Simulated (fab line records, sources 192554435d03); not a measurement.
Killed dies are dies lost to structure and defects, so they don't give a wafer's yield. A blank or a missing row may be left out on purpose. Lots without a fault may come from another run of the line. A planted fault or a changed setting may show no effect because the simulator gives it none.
fab line records | flow n5_finfet
record lots=7 wafers=21 last_day=18
route steps=1938 shown BEOL_M12@1612 PASSIVATION@1936
lots that met no fault: from a run of the same line without faults
start_h: hours from the record's first day to the start of the lot's first wafer shown | wait_h: hours since the lot's step before | " the same as in the row above | L1.1+2: a row that stands for several wafers | - no value, or no start given | * or withheld: withheld | < > ~ a bound
route shown NAME@n: a module of which the file shows steps, and the number in the route of the first | usual: mean/standard deviation of fault-free wafers | same: alike in all rows | chamber/n: place in a boat | sites: the reading at each site | _std_site: their standard deviation | _edge_site: outer sites' mean less inner sites' | radius_mm: how far each site lies from the wafer's centre | mask NAME#n: copy n | behind: the tool/chamber that last shaped the wafer | hold: why the lot was held/for how many hours/how that ended | device: the transistor (n, p or np) that didn't switch | end of line: the same wafers' tests at the end of the route | a step without rows: its recipe alone | killed: dies lost to structure and defects at the first sort, not the wafer's yield | map: a wafer's dies, x killed, . not, _ none there
set.NAME: the setting as run; set.NAME@STEP: as run at that earlier step | model.NAME: the simulator's own value behind a step, which no gauge read
lots at some steps of the route; a table a step, a row a wafer
services: from which hour (start_h, from the record's first day; less than 0 if before it) a tool's chamber was out of use, for how many hours, and why
## steps
# step N5_BEOL_M12_CD_MEAS_10
# recipe target_cd_nm=140 landing_energy_ev=500 detector=se_inlens polarity=opening
# usual cd_nm=140.1/2.6
# columns lot.wafer tool chamber start_h wait_h cd_nm
L685.1 cd_sem-02 0 311.06 - 136.3
L685.2 " 0 " " 143.6
L685.6 " 0 " " 141.0
L681.1 cd_sem-03 0 313.27 - 139.0
L681.5 " 0 " " 135.2
L681.6 " 0 " " 136.4
L686.1 cd_sem-03 0 325.45 - 143.1
L686.3 " 0 " " 142.6
L686.6 " 0 " " 141.6
L688.1 cd_sem-02 0 326.64 - 141.3
L688.2 " 0 " " 140.5
L688.3 " 0 " " 136.5
L692.1 cd_sem-02 0 368.80 - 139.5
L692.5 " 0 " " 143.1
L692.6 " 0 " " 141.8
L693.2 cd_sem-01 0 386.75 - 137.1
L693.3 " 0 " " 142.9
L693.6 " 0 " " 142.3
L694.2 cd_sem-02 0 405.09 - 138.8
L694.4 " 0 " " 138.3
L694.6 " 0 " " 136.1
# step N5_BEOL_M12_OVL_MEAS_11
# recipe points_per_wafer=44
# usual V11_OVL=-3/5.3
# columns lot.wafer tool chamber start_h wait_h V11_OVL[nm]
L685.1 overlay-01 0 311.10 0.0 0
L685.2 " 0 " " 8
L685.6 " 0 " " 2
L681.1 overlay-02 0 313.30 0.0 -1
L681.5 " 0 " " -1
L681.6 " 0 " " -2
L686.1 overlay-02 0 325.49 0.0 -8
L686.3 " 0 " " -5
L686.6 " 0 " " -2
L688.1 overlay-02 0 326.67 0.0 -2
L688.2 " 0 " " -1
L688.3 " 0 " " 2
L692.1 overlay-02 0 368.83 0.0 -1
L692.5 " 0 " " -6
L692.6 " 0 " " -5
L693.2 overlay-02 0 386.78 0.0 -2
L693.3 " 0 " " 2
L693.6 " 0 " " -1
L694.2 overlay-01 0 405.11 0.0 -3
L694.4 " 0 " " -8
L694.6 " 0 " " -4
# step N5_BEOL_M12_INSPECT_12
# recipe mode=adi inspect_instrument=macro
# usual raw_defect_count=2.2/1.5
# columns lot.wafer tool chamber start_h wait_h raw_defect_count
L685.1 defect_inspect-02 - 311.12 0.0 4
L685.2 " - " " 0
L685.6 " - " " 2
L681.1 defect_inspect-02 - 313.32 0.0 2
L681.5 " - " " 3
L681.6 " - " " 5
L686.1 defect_inspect-02 - 325.51 0.0 0
L686.3 " - " " 5
L686.6 " - " " 5
L688.1 defect_inspect-02 - 326.69 0.0 2
L688.2 " - " " 2
L688.3 " - " " 3
L692.1 defect_inspect-01 - 368.86 0.0 3
L692.5 " - " " 2
L692.6 " - " " 3
L693.2 defect_inspect-02 - 386.81 0.0 4
L693.3 " - " " 5
L693.6 " - " " 1
L694.2 defect_inspect-02 - 405.14 0.0 3
L694.4 " - " " 2
L694.6 " - " " 1
# step N5_BEOL_M12_DESCUM_15
# recipe chemistry=O2 time_s=7.9 source_power_w=50 bias_power_w=20 pressure_mtorr=20 rf_frequency_hz=2.712e+07 temp_c=40 o2_flow_sccm=225
# usual drypump_motor_current_A=5.5/0.39 oes_product_au=0.80/0.095 rf_vpp_V=243.3/1.3 showerhead_plenum_p_Torr=2.10/0.072 throttle_valve_pct=20.31/0.26
# columns lot.wafer tool chamber start_h wait_h drypump_motor_current_A oes_product_au rf_hours_counter_h rf_vpp_V showerhead_plenum_p_Torr throttle_valve_pct
L685.1 rie_diel-01 1 311.15 0.0 6.0 0.68 257 241.1 2.01 20.93
L685.2 " 2 " " 5.3 0.79 130 244.6 2.09 20.07
L685.6 " 2 " " 5.3 0.79 - 242.0 2.09 20.06
L681.1 rie_diel-01 2 313.35 0.0 5.3 0.78 131 241.6 2.09 20.06
L681.5 " 0 " " 5.2 0.94 - 242.7 2.15 20.36
L681.6 " 1 " " 6.0 0.67 - 241.7 2.01 20.93
L686.1 rie_diel-05 2 325.59 0.1 5.1 0.68 231 243.8 2.13 20.37
L686.3 " 1 " " 5.3 0.79 131 243.2 2.17 20.03
L686.6 " 0 " " 5.4 0.92 - 242.3 2.05 20.22
L688.1 rie_diel-06 1 326.73 0.0 5.5 0.88 64 241.9 2.05 20.36
L688.2 " 3 " " 5.5 0.70 226 244.6 2.17 20.48
L688.3 " 0 " " 5.5 0.73 199 240.9 2.01 20.79
L692.1 rie_diel-06 1 368.92 0.1 5.6 0.85 80 242.3 2.04 20.41
L692.5 " 2 " " 5.9 0.79 - 242.7 2.02 20.53
L692.6 " 3 " " 5.5 0.69 - 242.9 2.17 20.49
L693.2 rie_diel-01 2 386.84 0.0 5.3 0.77 147 243.7 2.08 20.09
L693.3 " 0 " " 5.2 0.87 32 244.3 2.14 20.40
L693.6 " 1 " " 6.0 0.99 - 244.7 2.28 20.44
L694.2 rie_diel-01 2 405.17 0.0 5.3 0.77 154 243.4 2.08 20.11
L694.4 " 1 " " 6.0 0.96 9 243.9 2.27 20.46
L694.6 " 3 " " 6.6 0.91 - 244.2 2.13 19.94
# step N5_BEOL_M12_ETCH_59
# recipe chemistry=N2/H2 target=BARC target_depth_a=890 overetch_a=267 time_s=67.9 ion_energy_ev=200 pressure_mtorr=30 source_w=840 bias_w=150 n2_flow_sccm=200 h2_flow_sccm=200
# usual drypump_motor_current_A=5.5/0.39 oes_product_au=0.68/0.079 rf_vpp_V=524.1/2.6 showerhead_plenum_p_Torr=2.55/0.085 throttle_valve_pct=17.73/0.24
# columns lot.wafer tool chamber start_h wait_h drypump_motor_current_A oes_product_au rf_hours_counter_h rf_vpp_V showerhead_plenum_p_Torr throttle_valve_pct
L685.1 rie_diel-01 1 311.19 0.0 6.1 0.58 257 519.9 2.41 18.26
L685.2 " 2 " " 5.3 0.66 130 525.3 2.55 17.61
L685.6 " 2 " " 5.3 0.66 - 524.4 2.55 17.61
L681.1 rie_diel-01 2 313.39 0.0 5.3 0.66 131 523.9 2.55 17.59
L681.5 " 0 " " 5.2 0.81 - 526.1 2.59 17.65
L681.6 " 1 " " 6.0 0.58 - 519.1 2.41 18.29
L686.1 rie_diel-05 2 325.63 0.0 5.1 0.59 231 526.0 2.61 17.91
L686.3 " 1 " " 5.3 0.68 131 526.0 2.64 17.51
L686.6 " 0 " " 5.4 0.78 - 522.9 2.51 17.76
L688.1 rie_diel-06 1 326.76 0.0 5.6 0.73 64 521.5 2.49 17.78
L688.2 " 3 " " 5.5 0.60 226 525.5 2.62 17.86
L688.3 " 0 " " 5.6 0.61 199 519.6 2.41 17.97
L692.1 rie_diel-06 1 368.96 0.0 5.6 0.71 80 521.0 2.48 17.81
L692.5 " 2 " " 5.9 0.67 - 521.5 2.42 17.69
L692.6 " 3 " " 5.5 0.59 - 524.7 2.61 17.88
L693.2 rie_diel-01 2 386.87 0.0 5.3 0.65 147 524.4 2.54 17.63
L693.3 " 0 " " 5.2 0.75 32 525.0 2.58 17.68
L693.6 " 1 " " 6.0 0.83 - 529.4 2.73 17.77
L694.2 rie_diel-01 2 405.21 0.0 5.3 0.65 154 524.0 2.54 17.64
L694.4 " 1 " " 6.0 0.81 9 528.3 2.73 17.77
L694.6 " 3 " " 6.6 0.77 - 525.1 2.56 17.08
# step N5_BEOL_M12_VIA_ETCH_16
# recipe chemistry=C4F8/O2/Ar target=SiOC pressure_mtorr=30 source_w=3000 bias_w=700 Ar_flow_sccm=400 C4F8_flow_sccm=15 O2_flow_sccm=8 he_inner_torr=15 he_outer_torr=30 target_depth_a=7248 time_s=withheld ion_energy_ev=250 ends=cleared
# usual drypump_motor_current_A=5.5/0.39 oes_product_au=0.72/0.084 rf_vpp_V=666/3.2 showerhead_plenum_p_Torr=3.43/0.11 throttle_valve_pct=24.11/0.21
# columns lot.wafer tool chamber start_h wait_h drypump_motor_current_A oes_product_au rf_vpp_V showerhead_plenum_p_Torr throttle_valve_pct
L685.1 rie_diel-01 1 311.24 0.0 6.0 0.61 660 3.28 24.66
L685.2 " 2 " " 5.3 0.71 668 3.45 24.00
L685.6 " 2 " " 5.3 0.70 666 3.45 24.04
L681.1 rie_diel-01 2 313.44 0.0 5.3 0.71 665 3.45 24.02
L681.5 " 0 " " 5.2 0.85 667 3.46 23.95
L681.6 " 1 " " 6.0 0.61 659 3.28 24.64
L686.1 rie_diel-05 2 325.68 0.0 5.1 0.62 668 3.52 24.26
L686.3 " 1 " " 5.3 0.72 670 3.56 23.95
L686.6 " 0 " " 5.4 0.82 665 3.34 23.94
L688.1 rie_diel-06 1 326.81 0.0 5.6 0.79 663 3.34 24.11
L688.2 " 3 " " 5.5 0.64 668 3.53 24.20
L688.3 " 0 " " 5.5 0.65 662 3.25 24.33
L692.1 rie_diel-06 1 369.01 0.0 5.6 0.75 662 3.33 24.09
L692.5 " 2 " " 5.9 0.72 662 3.31 24.30
L692.6 " 3 " " 5.5 0.63 668 3.52 24.22
L693.2 rie_diel-01 2 386.93 0.0 5.3 0.70 666 3.44 24.05
L693.3 " 0 " " 5.2 0.79 667 3.45 23.98
L693.6 " 1 " " 6.0 0.89 671 3.68 24.25
L694.2 rie_diel-01 2 405.26 0.0 5.3 0.69 665 3.43 24.06
L694.4 " 1 " " 6.0 0.86 672 3.68 24.25
L694.6 " 3 " " 6.6 0.82 668 3.47 23.65
# step N5_BEOL_M12_STRIP_63
# recipe chemistry=N2/H2 power_w=1000 temp_c=250 h2_frac=0.65 overash_fraction=0.3 pressure_mtorr=1000 n2_flow_sccm=1750 h2_flow_sccm=3250
# usual drypump_motor_current_A=5.9/0.46 heater_power_w=333/33 oes_product_au=0.693/0.0043 strip_time_to_endpoint_s=42.6/0.94
# columns lot.wafer tool chamber start_h wait_h drypump_motor_current_A heater_power_w oes_product_au rf_hours_counter_h strip_time_to_endpoint_s
L685.1 plasma_asher-01 0 311.44 - 5.3 303 0.690 86 43.1
L685.2 " 1 " " 5.7 393 0.694 86 42.7
L685.6 " 0 " " 5.3 310 0.699 - 42.0
L681.1 plasma_asher-02 0 313.64 - 5.8 300 0.694 131 42.7
L681.5 " 1 " " 6.6 329 0.694 - 42.1
L681.6 " 0 " " 5.9 306 0.682 - 43.8
L686.1 plasma_asher-01 0 326.13 - 5.3 301 0.692 90 43.9
L686.3 " 0 " " 5.3 305 0.690 - 42.8
L686.6 " 1 " " 5.6 384 0.702 - 42.7
L688.1 plasma_asher-02 1 327.01 - 6.5 332 0.695 133 42.8
L688.2 " 0 " " 5.9 302 0.690 133 43.3
L688.3 " 0 " " 5.9 299 0.690 - 41.6
L692.1 plasma_asher-02 0 369.21 - 5.8 307 0.687 140 44.9
L692.5 " 1 " " 6.6 334 0.685 - 42.6
L692.6 " 0 " " 5.8 306 0.693 - 44.2
L693.2 plasma_asher-01 0 387.13 - 5.3 310 0.692 103 43.6
L693.3 " 0 " " 5.3 304 0.684 - 42.9
L693.6 " 1 " " 5.7 392 0.698 - 42.1
L694.2 plasma_asher-01 1 405.46 - 5.7 401 0.687 106 43.0
L694.4 " 1 " " 5.7 390 0.699 - 41.6
L694.6 " 0 " " 5.3 315 0.692 - 43.3
# step N5_BEOL_M12_STRIP_64
# recipe chemistry=N2/H2 power_w=1000 temp_c=250 h2_frac=0.65 overash_fraction=0.3 pressure_mtorr=withheld n2_flow_sccm=1750 h2_flow_sccm=3250
# usual drypump_motor_current_A=5.9/0.47 heater_power_w=332/34 oes_product_au=0.715/0.005 strip_time_to_endpoint_s=31.34/0.074
# columns lot.wafer tool chamber start_h wait_h drypump_motor_current_A heater_power_w oes_product_au rf_hours_counter_h strip_time_to_endpoint_s
L685.1 plasma_asher-01 0 311.50 0.0 5.3 305 0.718 86 31.38
L685.2 " 1 " " 5.7 387 0.708 86 31.38
L685.6 " 0 " " 5.3 304 0.720 - 31.34
L681.1 plasma_asher-02 0 313.70 0.0 5.9 296 0.712 131 31.38
L681.5 " 1 " " 6.6 337 0.719 - 31.35
L681.6 " 0 " " 5.8 306 0.717 - 31.29
L686.1 plasma_asher-01 0 326.19 0.0 5.3 300 0.728 90 31.36
L686.3 " 0 " " 5.3 295 0.721 - 31.41
L686.6 " 1 " " 5.7 392 0.709 - 31.44
L688.1 plasma_asher-02 1 327.07 0.0 6.6 326 0.717 133 31.29
L688.2 " 0 " " 5.9 309 0.709 133 31.41
L688.3 " 0 " " 5.8 311 0.717 - 31.30
L692.1 plasma_asher-02 0 369.27 0.0 5.8 315 0.713 140 31.35
L692.5 " 1 " " 6.6 329 0.715 - 31.19
L692.6 " 0 " " 5.9 319 0.714 - 31.22
L693.2 plasma_asher-01 0 387.19 0.0 5.3 309 0.716 103 31.29
L693.3 " 0 " " 5.3 309 0.710 - 31.35
L693.6 " 1 " " 5.7 389 0.720 - 31.31
L694.2 plasma_asher-01 1 405.52 0.0 5.7 393 0.723 106 31.28
L694.4 " 1 " " 5.7 398 0.725 - 31.27
L694.6 " 0 " " 5.2 310 0.708 - 31.29
# step N5_BEOL_M12_STRIP_71
# recipe chemistry=post_etch_residue_remover time_s=60 temp_c=25 remover_ph=withheld remover_water_wt_pct=withheld remover_fluoride_wt_pct=withheld
# step N5_BEOL_M12_SRD_72
# recipe time_s=30 temp_c=23 rinse_liquid=diw dry=n2_spin spin_rpm=1500 dry_time_s=30
# step N5_BEOL_M12_CD_MEAS_17
# recipe target_cd_nm=140 polarity=opening
# usual cd_nm=140.3/2.8
# columns lot.wafer tool chamber start_h wait_h cd_nm
L685.1 cd_sem-01 - 311.65 0.0 135.2
L685.2 " - " " 143.7
L685.6 " - " " 141.3
L681.1 cd_sem-02 - 313.85 0.0 138.9
L681.5 " - " " 136.2
L681.6 " - " " 135.3
L686.1 cd_sem-03 - 326.58 0.0 142.3
L686.3 " - " " 143.2
L686.6 " - " " 142.4
L688.1 cd_sem-01 - 327.22 0.0 141.0
L688.2 " - " " 140.1
L688.3 " - " " 137.2
L692.1 cd_sem-02 - 369.42 0.0 142.8
L692.5 " - " " 146.0
L692.6 " - " " 142.3
L693.2 cd_sem-03 - 387.38 0.0 137.9
L693.3 " - " " 145.2
L693.6 " - " " 141.5
L694.2 cd_sem-03 - 405.81 0.0 138.9
L694.4 " - " " 137.7
L694.6 " - " " 135.3
# step N5_BEOL_M12_COAT_65
# recipe resist=SOC temp_c=250 time_s=60 spin_rpm=1500 resist_thk_nm=300
# step N5_BEOL_M12_COAT_66
# recipe resist=SiARC temp_c=220 time_s=60 spin_rpm=1500 resist_thk_nm=110
# usual heater_power_total_W=427.8/2.1 plate_temp_C=220.00/0.18
# columns lot.wafer tool chamber start_h wait_h heater_power_total_W plate_temp_C
L685.1 litho_track-02 0 311.69 - 414.2 215.78
L685.2 " 0 " " 419.4 215.25
L685.6 " 0 " " 417.0 215.66
L681.1 litho_track-02 0 313.89 - 415.5 215.27
L681.5 " 0 " " 418.7 215.55
L681.6 " 0 " " 416.3 215.33
L686.1 litho_track-02 0 326.62 - 419.0 215.66
L686.3 " 0 " " 416.5 215.72
L686.6 " 0 " " 416.9 215.80
L688.1 litho_track-01 0 327.26 - 429.8 219.88
L688.2 " 0 " " 430.0 220.08
L688.3 " 0 " " 427.1 220.14
L692.1 litho_track-01 0 369.45 - 426.4 220.24
L692.5 " 0 " " 427.5 220.37
L692.6 " 0 " " 430.1 220.24
L693.2 litho_track-04 0 387.41 - 429.5 220.11
L693.3 " 0 " " 426.5 220.04
L693.6 " 0 " " 427.1 220.14
L694.2 litho_track-02 0 405.85 - 426.5 219.99
L694.4 " 0 " " 429.4 220.07
L694.6 " 0 " " 425.8 220.03
# step N5_BEOL_M12_COAT_22
# recipe spin_rpm=2888 resist_thk_nm=300
# step N5_PASSIVATION_PROBE_49
# usual defect_limited_yield=91.0/1.4 killed_at_M0_to_M3=36/9.6 killed_at_M4_up=14/6.1 killed_at_contacts=13/6.6 killed_at_front_end=40/11 killed_at_other=3.2/2.9 killed_dies=106/17 killed_open=71/12 killed_short=33/7.3 sort_bin_5_function=5.3/1 sort_bin_6_memory=3.4/0.68 sort_bin_8_speed=0.0/0.51 sort_n_pass=1073/19 sort_yield_pct=91.0/1.6
# same gross_dies=1180 killed_at_back_side=0 sort_bin_4_leakage[%]=0
# columns lot.wafer tool chamber start_h wait_h defect_limited_yield[%] killed_at_M0_to_M3 killed_at_M4_up killed_at_contacts killed_at_front_end killed_at_other killed_dies killed_open killed_short sort_bin_5_function[%] sort_bin_6_memory[%] sort_bin_8_speed[%] sort_n_pass sort_yield_pct[%]
L685.1 prober-01 - 347.78 0.0 93.3 32 7 10 30 0 79 53 26 3.7 2.8 0 1101 93.3
L685.2 prober-01 - 347.83 0.1 87.6 52 14 10 69 1 146 107 37 7.8 4.4 0 1034 87.6
L685.6 prober-01 - 348.03 0.3 89.4 40 11 21 53 0 125 81 44 6.3 4.0 0 1055 89.4
L681.1 prober-02 - 353.60 0.0 91.3 30 15 11 44 3 103 65 32 5.6 2.5 0 1077 91.3
L681.6 prober-02 - 353.85 0.3 90.3 41 15 13 45 1 115 86 27 6.1 3.3 0 1065 90.3
L686.1 prober-02 - 365.94 0.0 92.5 26 14 19 26 4 89 64 24 4.2 3.0 0 1091 92.5
L686.3 prober-02 - 366.04 0.1 92.5 25 11 23 27 2 88 62 26 4.7 2.6 0 1092 92.5
L686.6 prober-02 - 366.19 0.3 90.7 39 23 8 34 6 110 76 33 6.0 3.1 0 1070 90.7
L688.1 prober-01 - 371.41 0.0 90.9 45 5 3 46 8 107 75 31 5.0 4.1 0 1073 90.9
L688.2 prober-01 - 371.46 0.1 88.6 57 7 7 60 4 135 81 51 6.9 4.1 0 1045 88.6
L688.3 prober-01 - 371.51 0.1 91.9 33 10 7 43 2 95 59 34 4.7 3.1 0 1085 91.9
# killed by level:class
L685.1 BEOL_M0_SAQP:geometric_particle:open=12 MOL_CONTACT_COAG:geometric_particle:open=8 BEOL_M0_SAQP:geometric_particle:short=6 FIN_SAQP:geometric_particle:short=5 FIN_SAQP:geometric_particle:open=5 GATE_CUT:geometric_particle:short=4 BEOL_M1:geometric_particle:open=3 BEOL_M2:geometric_particle:open=3
L685.2 FIN_SAQP:geometric_particle:open=26 BEOL_M2:geometric_particle:open=15 BEOL_M0_SAQP:geometric_particle:open=15 FIN_SAQP:geometric_particle:short=14 MOL_CONTACT_COAG:geometric_particle:open=10 GATE_CUT:geometric_particle:short=6 BEOL_M1:geometric_particle:open=6 BEOL_M3:geometric_particle:open=6
L685.6 FIN_SAQP:geometric_particle:open=23 MOL_CONTACT_COAG:geometric_particle:open=20 FIN_SAQP:geometric_particle:short=15 BEOL_M0_SAQP:geometric_particle:short=13 BEOL_M0_SAQP:geometric_particle:open=6 BEOL_M2:geometric_particle:open=6 BEOL_M3:geometric_particle:open=5 DUMMY_GATE:geometric_particle:short=4
L681.1 BEOL_M1:geometric_particle:open=11 MOL_CONTACT_COAG:geometric_particle:open=9 DUMMY_GATE:geometric_particle:open=8 BEOL_M0_SAQP:geometric_particle:open=7 FIN_SAQP:geometric_particle:open=6 DUMMY_GATE:geometric_particle:short=5 BEOL_M0_SAQP:geometric_particle:short=5 BEOL_M5:geometric_particle:open=5
L681.6 STI_FIN_REVEAL:geometric_particle:open=20 MOL_CONTACT_COAG:geometric_particle:open=10 BEOL_M2:geometric_particle:open=10 BEOL_M0_SAQP:geometric_particle:short=9 BEOL_M0_SAQP:geometric_particle:open=7 DUMMY_GATE:geometric_particle:open=7 BEOL_M1:geometric_particle:open=7 BEOL_M5:geometric_particle:open=6
L686.1 MOL_CONTACT_COAG:geometric_particle:open=14 BEOL_M4:geometric_particle:open=10 BEOL_M0_SAQP:geometric_particle:short=8 BEOL_M2:geometric_particle:open=7 STI_FIN_REVEAL:geometric_particle:open=5 DUMMY_GATE:geometric_particle:open=5 MOL_CONTACT_COAG:geometric_particle:short=5 BEOL_M1:geometric_particle:open=5
L686.3 MOL_CONTACT_COAG:geometric_particle:open=21 STI_FIN_REVEAL:geometric_particle:open=8 BEOL_M0_SAQP:geometric_particle:short=7 BEOL_M0_SAQP:geometric_particle:open=6 FIN_SAQP:geometric_particle:short=4 STARTING-WAFER:geometric_particle:short=4 BEOL_M5:geometric_particle:open=4 ILD0:geometric_particle:open=3
L686.6 BEOL_M0_SAQP:geometric_particle:open=11 FIN_SAQP:geometric_particle:open=9 BEOL_M4:geometric_particle:open=9 BEOL_M3:geometric_particle:open=8 BEOL_M2:geometric_particle:open=7 STI_FIN_REVEAL:geometric_particle:open=6 GATE_CUT:geometric_particle:short=5 BEOL_M1:geometric_particle:open=5
L688.1 FIN_SAQP:geometric_particle:open=13 STI_FIN_REVEAL:geometric_particle:open=13 BEOL_M0_SAQP:geometric_particle:open=12 BEOL_M2:geometric_particle:open=11 BEOL_M0_SAQP:geometric_particle:short=11 FIN_SAQP:geometric_particle:short=6 STARTING-WAFER:geometric_particle:open=6 STI_FIN_REVEAL:geometric_particle:short=3
L688.2 BEOL_M0_SAQP:geometric_particle:short=22 STI_FIN_REVEAL:geometric_particle:open=19 FIN_SAQP:geometric_particle:open=13 BEOL_M0_SAQP:geometric_particle:open=12 FIN_SAQP:geometric_particle:short=8 BEOL_M2:geometric_particle:open=7 MOL_CONTACT_COAG:geometric_particle:open=6 STI_FIN_REVEAL:geometric_particle:short=4
L688.3 BEOL_M0_SAQP:geometric_particle:open=14 FIN_SAQP:geometric_particle:open=12 FIN_SAQP:geometric_particle:short=9 BEOL_M0_SAQP:geometric_particle:short=8 STI_FIN_REVEAL:geometric_particle:open=7 MOL_CONTACT_COAG:geometric_particle:open=7 STARTING-WAFER:geometric_particle:short=5 BEOL_M3:geometric_particle:open=4
## services
# columns tool chamber start_h hours kind
rie_diel-06 2 299.66 8.5 repair
litho_track-04 - 302.08 - consumable_replace:filter
rie_diel-01 3 303.35 - clean
rie_diel-01 3 303.35 - consumable_replace:focus_ring
rie_diel-01 3 303.35 17.1 scheduled_down
rie_diel-01 3 303.35 17.1 vent_cycle
rie_diel-01 2 318.89 28.1 repair
plasma_asher-02 - 324.83 1.4 repair
rie_diel-05 3 331.24 12.5 repair
rie_diel-01 1 347.04 - clean
rie_diel-01 1 347.04 - consumable_replace:focus_ring
rie_diel-01 1 347.04 - consumable_replace:showerhead
rie_diel-01 1 347.04 28.4 scheduled_down
rie_diel-01 1 347.04 28.4 vent_cycle
rie_diel-01 - 353.12 0.2 repair
rie_diel-05 2 372.14 6.0 repair
rie_diel-05 2 385.73 - clean
rie_diel-05 2 385.73 - consumable_replace:focus_ring
rie_diel-05 2 385.73 16.1 scheduled_down
rie_diel-05 2 385.73 16.1 vent_cycle
rie_diel-06 3 395.81 - clean
rie_diel-06 3 395.81 - consumable_replace:focus_ring
rie_diel-06 3 395.81 18.6 scheduled_down
rie_diel-06 3 395.81 18.6 vent_cycle
## key
first_sign step=N5_BEOL_M12_COAT_66 reading=plate_temp_C direction=down sigmas=24 usual=* struck=*
effect step=N5_BEOL_M12_COAT_66 reading=heater_power_total_W direction=down sigmas=5.1 usual=* struck=*
met_at N5_BEOL_M12_COAT_66
struck_wafers L681.1,L681.5,L681.6,L685.1,L685.2,L685.6,L686.1,L686.3,L686.6
fault kind=process_parameter_drift tool=litho_track-02 chamber=- onset_h=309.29 steps=N5_BEOL_M12_COAT_66 channel=temp_c offset=* shape=step end_h=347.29 acts_in=* stated=*
